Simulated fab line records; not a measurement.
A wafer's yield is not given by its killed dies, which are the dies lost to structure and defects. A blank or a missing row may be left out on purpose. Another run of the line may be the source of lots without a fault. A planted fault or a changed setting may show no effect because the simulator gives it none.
A struck lot beside a sound one | flow nand-harc | 21 out of 1159 route steps
Sound: wafers L522.3, L522.5, L522.6. Wafers L529.1, L529.3, L529.5 were the ones struck. The cause is named last.
At each step with rows: each side's tool, then ch and its chambers, then its first start. Under that, the readings that differ: sound wafers | struck wafers | difference of the means | sigmas: that difference in standard deviations of wafers without a fault.
alike: words and numbers the same on both sides, and readings whose means are apart by under 2 such deviations; not compared: readings that were withheld, readings missing a value for some wafer, numbers with overlapping values and no deviation given by the record, and bounds like >300 which may hide the same value.
The two part at a step that has a row with sigmas, a row that says differs or no value, or rows on one side only. When numbers do not overlap yet have no deviation, they are printed without sigmas and do not part them. A reading that every wafer of one side lacks parts them only if that side has two wafers or more.

NHARC_P_CONTACT_CVD_23: deposits W, target thk 200 nm, time 557 s.
  sound on cvd-w-01 ch 0,1; struck on cvd-w-01 ch 0,1
  alike: heater-power-w, throttle-valve-pct
NHARC_P_CONTACT_CMP_24: polishes, t overpolish 30 s, target thk 200 nm.
  sound on cmp-04 ch 1,2, day 9 01:13; struck on cmp-04 ch 0,1, day 10 15:48
  alike: motor-current-A, overpolish-run-s, time-to-endpoint-s
then, 1 step without rows for these wafers: NHARC_P_CONTACT_SRD_26.
NHARC_P_CONTACT_INSPECT_27:
  sound: defect-inspect-02 at day 9 01:35; struck: defect-inspect-01 at day 10 16:12
  alike: raw-defect-count
then, 7 steps without rows for these wafers: NHARC_P_M0_DEP_00 (deposits SiOC, target thk 150 nm); NHARC_P_M0_DEHYDRATE_01 (time 120 s); NHARC_P_M0_HMDS_02 (time 30 s); NHARC_P_M0_COAT_33 (time 65 s); NHARC_P_M0_COAT_03 (resist thk 90 nm); NHARC_P_M0_SOFTBAKE_04 (time 55 s); NHARC_P_M0_EBR_05.
NHARC_P_M0_EXPOSE_06: exposes mask P M0, target cd 90 nm.
  sound on arfi-scanner-03 ch 0, day 9 02:22; struck on arfi-scanner-03 ch 0, day 10 16:58
  reading              | sound             | struck            | difference | sigmas
  exposure-dose-mJ-cm2 | 81.26 81.18 81.06 | 99.40 99.24 99.44 | +18.19     | +99 or more
  alike: mask, focus-offset-nm
then, 2 steps without rows for these wafers: NHARC_P_M0_PEB_07 (peb time 65 s); NHARC_P_M0_DEVELOP_08 (develop time 35 s).
NHARC_P_M0_CD_MEAS_09: the cd target is 90 nm.
  sound on cd-sem-02 ch 0, day 9 02:30; struck on cd-sem-01 ch 0, day 10 17:06
  reading    | sound          | struck            | difference | sigmas
  cd-nm (nm) | 88.9 89.9 89.4 | 102.3 103.0 102.9 | +13.3      | +26
NHARC_P_M0_OVL_MEAS_10: pitch 180 nm.
  sound: overlay-01 at day 9 02:35; struck: overlay-01 at day 10 17:11
  alike: overlay-x-nm, overlay-y-nm
NHARC_P_M0_INSPECT_11:
  sound: defect-inspect-02 at day 9 02:38; struck: defect-inspect-02 at day 10 17:14
  alike: raw-defect-count
NHARC_P_M0_DESCUM_14: chemistry O2, time 3 s.
  sound on rie-diel-03 ch 0,3, day 9 02:41; struck on rie-diel-04 ch 0,2, day 10 17:18
  reading               | sound             | struck            | difference | sigmas
  model.P_M0.cd-nm (nm) | 88.78 89.57 88.88 | 102.2 102.8 102.5 | +13.4      |
  alike: drypump-motor-current-A, oes-product-au, rf-vpp-V, showerhead-plenum-p-Torr, throttle-valve-pct
  not compared: rf-hours-counter-h
NHARC_P_M0_ETCH_34: etches the open film in N2/H2, target depth 40 nm, overetch 12 nm, time 43.94 s.
  sound on rie-diel-03 ch 0,1,3, day 9 02:47; struck on rie-diel-04 ch 0,1,3, day 10 17:22
  alike: drypump-motor-current-A, h2-flow-sccm, oes-product-au, rf-fwd-power-W, rf-vpp-V, showerhead-plenum-p-Torr, throttle-valve-pct
  not compared: rf-hours-counter-h
NHARC_P_M0_ETCH_15: etches the open film in C4F8/Ar, target depth 150 nm, overetch 15 nm, time 82.5 s.
  sound on rie-diel-03 ch 1,2; struck on rie-diel-04 ch 2,3
  reading               | sound             | struck          | difference | sigmas
  model.P_M0.cd-nm (nm) | 89.02 89.84 88.92 | 101.9 103 102.7 | +13.3      |
  alike: oes-product-au, rf-fwd-power-W, rf-vpp-V
  not compared: rf-hours-counter-h
NHARC_P_M0_CD_MEAS_16:
  sound: cd-sem-01 at day 9 02:59; struck: cd-sem-01 at day 10 17:35
  reading    | sound          | struck            | difference | sigmas
  cd-nm (nm) | 89.3 90.1 89.1 | 101.7 103.1 102.7 | +13.0      | +22

== WHERE THEY PART ==
Earliest at NHARC_P_M0_EXPOSE_06; latest, in this record, at NHARC_P_M0_CD_MEAS_16.

WHY: whatever the simulator had introduced
Process parameters drifting: arfi-scanner-03 at NHARC_P_M0_EXPOSE_06, beginning at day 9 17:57. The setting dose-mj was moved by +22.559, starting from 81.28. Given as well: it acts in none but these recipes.
